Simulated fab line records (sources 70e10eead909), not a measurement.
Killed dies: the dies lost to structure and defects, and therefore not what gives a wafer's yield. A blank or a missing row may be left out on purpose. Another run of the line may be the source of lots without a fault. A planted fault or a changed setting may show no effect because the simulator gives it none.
Chamber matching | flow nand_harc | 4 sister chambers for NHARC_A_BONDPAD_ETCH_34 on rie_diel-08
The step etches the open film in N2/H2, target depth 60 nm, overetch 18 nm, time 65.91 s. 4 wafers are shown with their chamber, then 7 later ones without.

== WAFERS WITH THEIR CHAMBER ==
wafer  | chamber | drypump_motor_current_A (A)
L743.2 | 2       | 5.50
L743.3 | 0       | 5.94
L742.2 | 3       | 5.59
L742.4 | 1       | 5.92

== WAFERS WITHOUT THEIR CHAMBER ==
wafer  | drypump_motor_current_A (A)
L742.5 | 5.93
L741.1 | 5.91
L741.3 | 5.94
L741.5 | 5.94
L755.2 | 5.91
L755.4 | 5.97
L755.5 | 5.47

== THE CHAMBER EACH PASSED THROUGH ==
wafer  | from the rows above     | in truth
L742.5 | can't be placed: 1 or 0 | 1
L741.1 | can't be placed: 1 or 0 | 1
L741.3 | can't be placed: 0 or 1 | 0
L741.5 | can't be placed: 0 or 1 | 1
L755.2 | can't be placed: 1 or 0 | 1
L755.4 | can't be placed: 0 or 1 | 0
L755.5 | 2                       | 2
Correctly placed: 1 of 7. Can't be placed from these rows: 6 (the true chamber is among the candidates in 6). Placed wrongly: 0.
How it was worked out, from the rows above alone: a wafer's distance from a chamber is the root of the sum, over the readings, of the square of ((its reading less the chamber's mean) divided by the reading's scatter). If the next closest chamber is less than 2 further off than the closest, the wafer can't be placed; otherwise it belongs to the closest. The mean given for a chamber averages the wafers shown for that chamber. The scatter (one wafer shown for each chamber): square how far every hidden wafer sits from the nearest shown wafer, average those squares and take the square root.
